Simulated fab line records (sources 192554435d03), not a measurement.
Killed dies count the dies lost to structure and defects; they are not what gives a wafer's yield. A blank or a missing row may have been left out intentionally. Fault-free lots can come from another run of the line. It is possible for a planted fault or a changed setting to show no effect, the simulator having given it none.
Which tool is to blame? | flow n5 finfet | 29 wafers from 10 lots sampled at 5 of the route's 1938 steps

## WHAT EACH GAUGE READ, for each wafer
The record holds no reading of a measuring or inspecting step that can be judged against a usual standard deviation.

## TOOL THAT RAN EACH LOT (tool first, then ch and the chambers of the sampled wafers, then the start)
lot  | N5_BEOL_M9_ETCH_61                 | N5_BEOL_M9_STRIP_19                | N5_BEOL_M9_DESCUM_33               | N5_BEOL_M9_STRIP_36                | N5_PASSIVATION_PROBE_49
L635 | rie diel-06 ch 1,2, day 10 01:05   | rie diel-02 ch 0,1,2, day 10 01:33 | rie diel-02 ch 0,1,2, day 10 04:13 | rie diel-02 ch 0,1,2, day 10 04:27 | -
L634 | rie diel-03 ch 0,1, day 10 01:37   | rie diel-06 ch 0,2,3, day 10 02:01 | rie diel-03 ch 1,2,3, day 10 04:15 | rie diel-03 ch 1,2,3, day 10 04:29 | -
L636 | rie diel-06 ch 0,1, day 10 02:05   | rie diel-03 ch 1,2, day 10 02:26   | rie diel-03 ch 0,2,3, day 10 05:24 | rie diel-03 ch 0,2,3, day 10 05:39 | -
L641 | rie diel-03 ch 0,3, day 11 17:17   | rie diel-03 ch 0,1,3, day 11 17:40 | rie diel-03 ch 0,1,2, day 11 18:41 | rie diel-03 ch 0,1,2, day 11 18:55 | prober-02, day 14 05:40
L644 | rie diel-03 ch 1,2,3, day 11 19:53 | rie diel-06 ch 1,2,3, day 11 20:14 | rie diel-03 ch 0,1,2, day 11 23:01 | rie diel-03 ch 0,1,2, day 11 23:16 | -
L646 | rie diel-03 ch 2,3, day 12 23:53   | rie diel-03 ch 1,2, day 13 00:14   | rie diel-06 ch 0,1, day 13 00:45   | rie diel-06 ch 0,1, day 13 00:59   | -
L649 | rie diel-02 ch 0,1, day 13 19:17   | rie diel-06 ch 0,1,3, day 13 19:40 | rie diel-06 ch 1,2, day 13 21:41   | rie diel-06 ch 1,2, day 13 21:55   | -
L650 | rie diel-02 ch 1,2,3, day 14 05:14 | rie diel-06 ch 1,3, day 14 05:34   | rie diel-06 ch 0,2, day 14 08:09   | rie diel-06 ch 0,2, day 14 08:23   | -
L653 | rie diel-02 ch 0,3, day 15 02:03   | rie diel-02 ch 0,1, day 15 02:25   | rie diel-02 ch 0,2, day 15 02:55   | rie diel-02 ch 0,2, day 15 03:09   | -
L654 | rie diel-03 ch 2,3, day 15 02:07   | rie diel-02 ch 0,3, day 15 02:41   | rie diel-06 ch 0,2,3, day 15 05:39 | rie diel-06 ch 0,2,3, day 15 05:53 | prober-01, day 17 14:01
- N5_BEOL_M9_ETCH_61: etches SiARC in CF4, target depth 39 nm, time 65 s.
- N5_BEOL_M9_STRIP_19: strips in O2.
- N5_BEOL_M9_DESCUM_33: chemistry O2, time 7 s.
- N5_BEOL_M9_STRIP_36: strips in N2/H2.
- N5_PASSIVATION_PROBE_49

## AS READ BY THE TOOLS THEMSELVES (means over the sampled wafers that have a number; for cases with no such wafer, the mark the record gives instead)
N5_BEOL_M9_ETCH_61. Usual: drypump motor current A 5.9 A, standard deviation 0.45; etch rf on time s 66.2 s, standard deviation 2.3; oes product au 0.69 a.u., standard deviation 0.077; rf vpp V 184.0 V, standard deviation 1.2; showerhead plenum p Torr 2.14 Torr, standard deviation 0.059; throttle valve pct 15.6 %, standard deviation 0.32.
lot  | tool        | drypump motor current A (A) | etch rf on time s (s) | oes product au (a.u.) | rf vpp V (V) | showerhead plenum p Torr (Torr) | throttle valve pct (%) | flag
L635 | rie diel-06 | 5.4                         | 66.9                  | 0.68                  | 184.3        | 2.13                            | 15.8                   |
L634 | rie diel-03 | 6.0                         | 65.2                  | 0.75                  | 183.2        | 2.07                            | 15.3                   |
L636 | rie diel-06 | 5.9                         | 61.8                  | 0.74                  | 183.9        | 2.15                            | 15.7                   |
L641 | rie diel-03 | 5.9                         | 68.5                  | 0.63                  | 184.2        | 2.16                            | 15.6                   |
L644 | rie diel-03 | 6.0                         | 67.4                  | 0.64                  | 184.2        | 2.15                            | 15.8                   |
L646 | rie diel-03 | 6.0                         | 68.1                  | 0.61                  | 184.4        | 2.19                            | 15.7                   |
L649 | rie diel-02 | 6.4                         | 67.4                  | 0.59                  | 185.6        | 2.19                            | 15.6                   |
L650 | rie diel-02 | 6.0                         | 67.2                  | 0.69                  | 183.4        | 2.11                            | 15.5                   |
L653 | rie diel-02 | 5.8                         | 65.6                  | 0.73                  | 183.8        | 2.15                            | 15.3                   |
L654 | rie diel-03 | 6.0                         | 66.6                  | 0.76                  | 183.7        | 2.18                            | 15.5                   |

N5_BEOL_M9_STRIP_19. Usual: drypump motor current A 5.9 A, standard deviation 0.45; oes product au 0.82 a.u., standard deviation 0.085; rf vpp V 3.7 V, standard deviation 0.61; showerhead plenum p Torr 2.10 Torr, standard deviation 0.07; throttle valve pct 16.64 %, standard deviation 0.27.
lot  | tool        | drypump motor current A (A) | oes product au (a.u.) | rf vpp V (V) | showerhead plenum p Torr (Torr) | throttle valve pct (%) | flag
L635 | rie diel-02 | 6.3                         | 0.81                  | 3.8          | 2.11                            | 16.53                  |
L634 | rie diel-06 | 5.6                         | 0.83                  | 3.9          | 2.15                            | 16.80                  |
L636 | rie diel-03 | 6.3                         | 0.87                  | 3.4          | 2.10                            | 16.66                  |
L641 | rie diel-03 | 5.9                         | 0.78                  | 3.9          | 2.07                            | 16.71                  |
L644 | rie diel-06 | 5.4                         | 0.83                  | 3.7          | 2.12                            | 16.65                  |
L646 | rie diel-03 | 6.3                         | 0.83                  | 4.1          | 2.09                            | 16.69                  |
L649 | rie diel-06 | 5.6                         | 0.84                  | 3.9          | 2.13                            | 16.66                  |
L650 | rie diel-06 | 5.4                         | 0.86                  | 3.9          | 2.16                            | 16.50                  |
L653 | rie diel-02 | 6.4                         | 0.85                  | 4.0          | 2.13                            | 16.37                  |
L654 | rie diel-02 | 5.6                         | 0.84                  | 3.7          | 2.06                            | 16.38                  |

N5_BEOL_M9_DESCUM_33. Usual: bias power w 20.00 W, standard deviation 0.067; drypump motor current A 5.9 A, standard deviation 0.48; oes product au 0.82 a.u., standard deviation 0.087; rf vpp V 243.2 V, standard deviation 1.2; showerhead plenum p Torr 2.09 Torr, standard deviation 0.062; throttle valve pct 20.35 %, standard deviation 0.26.
lot  | tool        | bias power w (W) | drypump motor current A (A) | oes product au (a.u.) | rf vpp V (V) | showerhead plenum p Torr (Torr) | throttle valve pct (%) | flag
L635 | rie diel-02 | 19.96            | 6.4                         | 0.82                  | 242.9        | 2.11                            | 20.27                  |
L634 | rie diel-03 | 20.02            | 6.0                         | 0.79                  | 243.6        | 2.10                            | 20.54                  |
L636 | rie diel-03 | 19.94            | 6.2                         | 0.85                  | 243.5        | 2.12                            | 20.27                  |
L641 | rie diel-03 | 20.01            | 6.2                         | 0.85                  | 242.4        | 2.06                            | 20.29                  |
L644 | rie diel-03 | 20.00            | 6.2                         | 0.85                  | 243.6        | 2.06                            | 20.29                  |
L646 | rie diel-06 | 19.89            | 5.7                         | 0.86                  | 242.5        | 2.07                            | 20.41                  |
L649 | rie diel-06 | 20.02            | 5.4                         | 0.83                  | 242.5        | 2.05                            | 20.42                  |
L650 | rie diel-06 | 20.06            | 5.8                         | 0.77                  | 242.9        | 2.10                            | 20.77                  |
L653 | rie diel-02 | 19.99            | 6.2                         | 0.91                  | 244.0        | 2.09                            | 20.13                  |
L654 | rie diel-06 | 20.01            | 5.6                         | 0.78                  | 243.6        | 2.14                            | 20.63                  |

N5_BEOL_M9_STRIP_36. Usual: bias power w 6.997 W (standard deviation 0.023); drypump motor current A 5.9 A (standard deviation 0.48); oes product au 0.82 a.u. (standard deviation 0.086); power w 449.8 W (standard deviation 1.4); rf vpp V 58.9 V (standard deviation 1.5); showerhead plenum p Torr 2.53 Torr (standard deviation 0.065); throttle valve pct 23.5 % (standard deviation 0.45).
lot  | tool        | bias power w (W) | drypump motor current A (A) | oes product au (a.u.) | power w (W) | rf vpp V (V) | showerhead plenum p Torr (Torr) | throttle valve pct (%) | flag
L635 | rie diel-02 | 6.998            | 6.4                         | 0.81                  | 448.9       | 58.8         | 2.56                            | 23.5                   |
L634 | rie diel-03 | 6.991            | 6.0                         | 0.78                  | 449.7       | 57.8         | 2.52                            | 23.3                   |
L636 | rie diel-03 | 7.002            | 6.2                         | 0.85                  | 449.9       | 58.6         | 2.56                            | 23.4                   |
L641 | rie diel-03 | 6.987            | 6.2                         | 0.85                  | 418.1       | 58.0         | 2.48                            | 23.2                   | OFF
L644 | rie diel-03 | 7.004            | 6.1                         | 0.85                  | 418.0       | 59.0         | 2.48                            | 23.2                   | OFF
L646 | rie diel-06 | 6.991            | 5.7                         | 0.86                  | 450.7       | 59.1         | 2.52                            | 23.7                   |
L649 | rie diel-06 | 6.962            | 5.4                         | 0.83                  | 449.3       | 59.3         | 2.50                            | 23.8                   |
L650 | rie diel-06 | 6.996            | 5.9                         | 0.77                  | 448.8       | 59.5         | 2.55                            | 23.9                   |
L653 | rie diel-02 | 6.993            | 6.2                         | 0.91                  | 451.4       | 58.8         | 2.54                            | 23.4                   |
L654 | rie diel-06 | 6.988            | 5.6                         | 0.77                  | 449.8       | 58.7         | 2.58                            | 23.7                   |

N5_PASSIVATION_PROBE_49. Usual: defect limited yield 91.1 %, standard deviation 1.6; killed_at_M0_to_M3 35, standard deviation 11; killed_at_M4_up 13, standard deviation 5.4; killed at contacts 13, standard deviation 6.5; killed at front end 40, standard deviation 14; killed at other 4, standard deviation 3.1; killed dies 105, standard deviation 18; killed open 69, standard deviation 14; killed short 34, standard deviation 7.3; sort_bin_5_function 5.2 %, standard deviation 0.96; sort_bin_6_memory 3.4 %, standard deviation 0.77; sort n pass 1075, standard deviation 19; sort yield pct 91.1 %, standard deviation 1.6.
lot  | tool      | defect limited yield (%) | killed_at_M0_to_M3 | killed_at_M4_up | killed at contacts | killed at front end | killed at other | killed dies | killed open | killed short | sort_bin_5_function (%) | sort_bin_6_memory (%) | sort n pass | sort yield pct (%) | flag
L641 | prober-02 | 91.9                     | 28                 | 15              | 19                 | 30                  | 3               | 95          | 67          | 28           | 5.0                     | 2.9                   | 1085        | 91.9               |
L654 | prober-01 | 91.7                     | 30                 | 9               | 20                 | 34                  | 5               | 98          | 70          | 26           | 4.9                     | 3.1                   | 1082        | 91.7               |

## THE ANSWER, worked out from the rows above alone
Rule: lot off if the mean of its wafers having a number is beyond 3 standard deviations from the usual mean. A lot without any number at a reading at which 4 lots or more have one is off too. Any other lot the step has rows for is counted as sound. After the gauges, taken in route order, come the tools' own readings; for these a lot's mean is taken, as printed above. At the first step where some lot is off, the reading lying furthest off is the one used; lots without a number count as furthest.
Off: L641, L644, at N5_BEOL_M9_STRIP_36 (power w).
If a tool, at that step or one of the process steps before it, ran each lot that is off and ran no sound lot following the first of them, it fits. One candidate fits, namely rie diel-03 at N5_BEOL_M9_DESCUM_33 and N5_BEOL_M9_STRIP_36. At N5_BEOL_M9_DESCUM_33 its last sound lot is L636 (day 10 05:24), its first lot that is off L641 (day 11 18:41): a fault that began between those two fits.

## WHAT THE SIMULATOR PUT IN
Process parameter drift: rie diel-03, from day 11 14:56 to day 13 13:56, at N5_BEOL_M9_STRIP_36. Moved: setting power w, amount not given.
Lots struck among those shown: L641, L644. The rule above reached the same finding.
